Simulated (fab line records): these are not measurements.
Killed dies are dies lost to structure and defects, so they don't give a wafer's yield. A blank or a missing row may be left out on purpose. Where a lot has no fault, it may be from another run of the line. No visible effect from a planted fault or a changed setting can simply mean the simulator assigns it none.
Struck lot and sound lot, side by side ; flow n5-finfet ; 33 steps out of a route of 1938
Sound: wafers L757.1, L757.4, L757.5. Wafers L768.2, L768.4, L768.5 were the ones struck. At the end, the cause is stated.
Per side, at each step with rows, come the tool, then ch with its chambers, and then its first start. Under that, the readings that differ: sound wafers ; struck wafers ; difference of the means ; sigmas: that difference in standard deviations of wafers without a fault.
alike: words and numbers the same on both sides, and readings whose means are apart by under 2 such deviations; not compared: readings that were withheld, readings missing a value for some wafer, numbers with overlapping values and no deviation given by the record, and bounds like >300 which may hide the same value.
The two part at a step that has a row with sigmas, a row that says differs or no value, or rows on one side only. Numbers that have no deviation but don't overlap get no sigmas and don't part them. A reading missing from all wafers of one side parts the sides only when that side holds two or more wafers.

N5_BEOL_M13_PRE_CLEAN_42: time 30 s.
  sound: pvd-sputter-03 at day 11 18:59; struck: pvd-sputter-02 at day 13 21:52
  alike: heater-power-w, susceptor-temp-C
then, 4 steps without rows for these wafers: N5_BEOL_M13_SPUTTER_43 (material TaN, target thk 15 nm, time 24.19 s); N5_BEOL_M13_SPUTTER_44 (material Ta, target thk 10 nm, time 16.13 s); N5_BEOL_M13_SPUTTER_45 (material Cu, target thk 80 nm, time 13.33 s); N5_BEOL_M13_ECD_47 (material Cu, target thk 936 nm).
N5_BEOL_M13_ANNEAL_48: time 90 s.
  sound on rtp-anneal-02 ch 0, day 11 19:28; struck on rtp-anneal-01 ch 0, day 13 22:41
  alike: wafer_temp_C_max
N5_BEOL_M13_CMP_49: polishes, stops on SiOC, t overpolish 17.1 s, target thk 420 nm.
  sound on cmp-04 ch 0,1,2, day 11 19:50; struck on cmp-02 ch 0,1,2, day 13 22:57
  alike: barrier-field-endpoint-s, clearing-platen-rpm, motor-current-A, overpolish-run-s, slurry-filter-dp-kPa
N5_BEOL_M13_THK_MEAS_50: measures by xrf.
  sound: film-metro-01 at day 11 20:04; struck: film-metro-02 at day 13 23:15
  alike: M13_THK
then, 1 step without rows for these wafers: N5_BEOL_M13_PRE_CLEAN_52 (time 15 s).
N5_BEOL_M13_DEP_53: deposits SiCN from 3MS/NH3, target thk 50 nm, time 17.8 s.
  sound on pecvd-04 ch 1,2, day 11 20:07; struck on pecvd-03 ch 1,2, day 13 23:19
  alike: chamber-pressure-Torr, rf-fwd-power-W, showerhead-plenum-p-Torr, throttle-valve-pct
  not compared: since-wet-clean-h
N5_BEOL_M13_RS_MEAS_54: uses a four-point probe to measure.
  sound: film-metro-01 at day 11 20:11; struck: film-metro-01 at day 13 23:22
  alike: M13_RS
N5_BEOL_M13_INSPECT_55: inspects for defects (darkfield).
  sound: defect-inspect-01 at day 11 20:13; struck: defect-inspect-02 at day 13 23:24
  alike: raw-defect-count
N5_BEOL_M14_ILD_DEP_00: deposits SiO2 from TEOS/O2, target thk 1119.3 nm, time 237.4 s.
  sound on pecvd-03 ch 0,1, day 11 20:15; struck on pecvd-02 ch 1,2, day 13 23:26
  no value came back on the struck wafers for any of 6 readings (chamber-pressure-Torr (Torr), heater-power-outer-w (W) and others); on the sound wafers chamber-pressure-Torr (Torr) reads 6.496 6.504 6.496
  not compared: since-wet-clean-h
then, 8 steps without rows for these wafers: N5_BEOL_M14_COAT_58 (time 60 s, resist thk 89 nm); N5_BEOL_M14_COAT_04 (resist thk 800 nm); N5_BEOL_M14_EBR_06; N5_BEOL_M14_SOFTBAKE_05 (time 60 s); N5_BEOL_M14_EXPOSE_07 (exposes mask V13); N5_BEOL_M14_PEB_08 (peb time 90 s); N5_BEOL_M14_DEVELOP_09 (develop time 45 s); N5_BEOL_M14_HARDBAKE_14 (time 120 s).
N5_BEOL_M14_CD_MEAS_10 targets a cd of 250 nm.
  sound on cd-sem-01 ch 0, day 11 20:52; struck on cd-sem-02 ch 0, day 13 23:56
  alike: cd-nm
N5_BEOL_M14_OVL_MEAS_11:
  sound on overlay-01 ch 0, day 11 20:54; struck on overlay-02 ch 0, day 13 23:58
  alike: V13_OVL
N5_BEOL_M14_INSPECT_12: inspects for defects (macro).
  sound: defect-inspect-01 at day 11 20:56; struck: defect-inspect-02 at day 13 23:59
  alike: raw-defect-count
then, 2 steps without rows for these wafers: N5_BEOL_M14_DESCUM_15 (chemistry O2, time 7.9 s); N5_BEOL_M14_ETCH_59 (etches BARC in N2/H2, target depth 89 nm, overetch 26.7 nm, time 67.9 s).
N5_BEOL_M14_VIA_ETCH_16: etches SiO2 in C4F8/O2/Ar, target depth 1231.3 nm.
  sound on rie-diel-01 ch 1,3, day 11 21:03; struck on rie-diel-01 ch 1,2,3, day 14 00:07
reading;sound;struck;difference;sigmas
oes-product-au (a.u.);0.70 0.71 0.70;0.30 0.28 0.29;-0.41;-6
throttle-valve-pct (%);30.48 30.88 30.50;30.19 30.08 29.80;-0.60;-2
model.etch.depth-nm (nm);1089 1136 1103;0 0 0;-1109;
model.coat_of_BEOL_M14_COAT_04.thk-nm (nm);461.2 443.4 460.8;712.6 715 712.8;+258.3;
  alike: O2_flow_sccm, bias-w, chamber-pressure-mTorr, drypump-motor-current-A, he-inner-torr, mfc-ar-sccm, rf-vpp-V, showerhead-plenum-p-Torr
N5_BEOL_M14_STRIP_63: strips in O2.
  sound: rie-diel-01 ch 1,3; struck: rie-diel-01 ch 1,2,3
  alike: chamber-pressure-mTorr, drypump-motor-current-A, oes-product-au, rf-vpp-V, showerhead-plenum-p-Torr, throttle-valve-pct
  not compared: rf-hours-counter-h
then, 3 steps without rows for these wafers: N5_BEOL_M14_STRIP_64 (strips in O2); N5_BEOL_M14_STRIP_71 (strips in post etch residue remover, time 60 s); N5_BEOL_M14_SRD_72 (time 30 s, dry time 30 s).
N5_BEOL_M14_CD_MEAS_17 targets a cd of 250 nm.
  sound: cd-sem-03 at day 11 21:24; struck: cd-sem-02 at day 14 00:28
reading;sound;struck;difference;sigmas
cd-nm (nm);248.6 253.2 254.1;- - -;no value on the struck wafers;
then, 1 step without rows for these wafers: N5_BEOL_M14_COAT_65 (time 60 s, resist thk 450 nm).

== WHERE THEY PART ==
Earliest at N5_BEOL_M14_ILD_DEP_00; latest, in this record, at N5_BEOL_M14_CD_MEAS_17.

WHY: what the simulator had put in
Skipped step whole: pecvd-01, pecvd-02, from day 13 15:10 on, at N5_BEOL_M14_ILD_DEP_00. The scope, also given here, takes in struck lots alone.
